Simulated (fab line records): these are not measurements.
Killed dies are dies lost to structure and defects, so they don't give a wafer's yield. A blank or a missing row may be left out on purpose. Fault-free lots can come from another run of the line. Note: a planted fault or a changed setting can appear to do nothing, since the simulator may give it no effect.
Matching of chambers + flow nand-harc + NHARC_A_CHANNEL_FILL_D2_ALD_02 on ald-hk-03: 4 sister chambers
The step deposits SiO2, target thk 6 nm, pulse time 10 s, ald cycles 60. 4 wafers are shown with their chamber, then 12 later ones without.

## WAFERS, EACH WITH ITS CHAMBER
| wafer  | chamber | heater-power-w (W) |
|--------|---------|--------------------|
| L087.6 | 1       | 515                |
| L090.2 | 0       | 423                |
| L090.3 | 3       | 463                |
| L090.5 | 2       | 515                |

## WAFERS WITH NO CHAMBER GIVEN
| wafer  | heater-power-w (W) |
|--------|--------------------|
| L091.3 | 460                |
| L091.4 | 511                |
| L091.6 | 455                |
| L094.1 | 508                |
| L094.2 | 432                |
| L094.4 | 452                |
| L095.2 | 451                |
| L095.5 | 441                |
| L095.6 | 459                |
| L097.1 | 429                |
| L097.2 | 530                |
| L097.5 | 508                |

## WHICH CHAMBER EACH WENT THROUGH
| wafer  | from the rows above     | in truth |
|--------|-------------------------|----------|
| L091.3 | 3                       | 3        |
| L091.4 | can't be placed: 1 or 2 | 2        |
| L091.6 | 3                       | 3        |
| L094.1 | can't be placed: 1 or 2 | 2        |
| L094.2 | 0                       | 0        |
| L094.4 | can't be placed: 3 or 0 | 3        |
| L095.2 | can't be placed: 3 or 0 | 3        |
| L095.5 | can't be placed: 0 or 3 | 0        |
| L095.6 | 3                       | 3        |
| L097.1 | 0                       | 0        |
| L097.2 | can't be placed: 1 or 2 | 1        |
| L097.5 | can't be placed: 1 or 2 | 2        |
Correct placement for 5 of the 12. Unplaceable from these rows: 7, with the true chamber sitting among the candidates in 7. 0 placed wrongly.
How it was worked out, from the rows above alone: a wafer's distance from a chamber is the root of the sum, over the readings, of the square of ((its reading less the chamber's mean) divided by the reading's scatter). The wafer belongs to the nearest chamber; if the next one is less than 2 further off, it can't be placed. A chamber's mean is the mean of its shown wafers. The scatter (one wafer shown for each chamber): square how far every hidden wafer sits from the nearest shown wafer, average those squares and take the square root.
